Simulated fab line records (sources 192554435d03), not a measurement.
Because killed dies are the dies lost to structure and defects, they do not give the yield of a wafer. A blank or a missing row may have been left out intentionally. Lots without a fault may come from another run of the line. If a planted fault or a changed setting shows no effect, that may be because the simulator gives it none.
One fault seen from 3 desks || flow n5_finfet || each desk holds nothing but its own numbers, with what lay behind them at the end

THE DEFECT DESK
Lot by lot, what the route's inspections counted, given as the mean of those sampled wafers with a number. Marked OUT: a lot whose mean sits more than 4 standard deviations from the usual mean, which makes it out of limits; the brackets give that distance.
Columns: A = raw_defect_count at N5_BEOL_M9_INSPECT_13, usual 410
{"lot": "L584", "first seen here": "day 12 20:27", "A": 322}
{"lot": "L586", "first seen here": "day 12 22:49", "A": 371}
{"lot": "L593", "first seen here": "day 14 17:05", "A": 425}
{"lot": "L594", "first seen here": "day 14 20:07", "A": 398}
{"lot": "L595", "first seen here": "day 15 11:31", "A": 478}
{"lot": "L597", "first seen here": "day 15 18:41", "A": 324}
Result from this desk: across the 6 lots, nothing is out of limits.

AT THE TOOL OWNER'S DESK: rie_metal-01
The tool's own readings at N5_BEOL_M9_HM_OPEN_17 (chemistry Cl2/BCl3, target TiN, target depth 20 nm, overetch 6 nm): means of the sampled wafers that have a number, for each lot that ran on this tool. Marked OUT: a lot whose mean sits more than 4 standard deviations from the usual mean, which makes it out of limits; the brackets give that distance.
Columns: A = drypump_motor_current_A at N5_BEOL_M9_HM_OPEN_17, usual 5.76 A; B = he_backside_leak_sccm at N5_BEOL_M9_HM_OPEN_17, usual 3.33 sccm; C = oes_product_au at N5_BEOL_M9_HM_OPEN_17, usual 0.68 a.u.; D = throttle_valve_pct at N5_BEOL_M9_HM_OPEN_17, usual 22.11 %
{"lot": "L584", "first seen here": "day 12 20:46", "A": 6.12, "B": 3.43, "C": 0.68, "D": 22.04}
{"lot": "L593", "first seen here": "day 14 17:26", "A": 5.71, "B": 3.81, "C": 0.74, "D": 22.05}
{"lot": "L594", "first seen here": "day 14 20:26", "A": 5.71, "B": 3.43, "C": 0.74, "D": 22.05}
Result from this desk: across the 3 lots, nothing is out of limits.

AT THE METROLOGY DESK
Means of the sampled wafers that have a number, per lot and without regard to the tool the lot ran on: this is what the gauges read. Marked OUT: a lot whose mean sits more than 4 standard deviations from the usual mean, which makes it out of limits; the brackets give that distance.
Columns: A = cd_nm at N5_BEOL_M9_CD_MEAS_11, usual 64.1 nm; B = M9_OVL at N5_BEOL_M9_OVL_MEAS_12, usual 0.0 nm
{"lot": "L584", "first seen here": "day 12 20:24", "A": 63.6, "B": 0.8}
{"lot": "L586", "first seen here": "day 12 22:45", "A": 63.7, "B": 0.4}
{"lot": "L593", "first seen here": "day 14 17:02", "A": 64.1, "B": 0.5}
{"lot": "L594", "first seen here": "day 14 20:04", "A": 63.4, "B": 0.8}
{"lot": "L595", "first seen here": "day 15 11:28", "A": 64.3, "B": -0.6}
{"lot": "L597", "first seen here": "day 15 18:38", "A": 64.2, "B": 1.1}
Result from this desk: across the 6 lots, nothing is out of limits.

BROUGHT TOGETHER
Nothing the defect desk looked at was out of limits.
Nothing out of limits was seen by the tool owner's desk.
At the metrology desk, nothing out of limits was observed.

WHAT WAS PUT IN BY THE SIMULATOR
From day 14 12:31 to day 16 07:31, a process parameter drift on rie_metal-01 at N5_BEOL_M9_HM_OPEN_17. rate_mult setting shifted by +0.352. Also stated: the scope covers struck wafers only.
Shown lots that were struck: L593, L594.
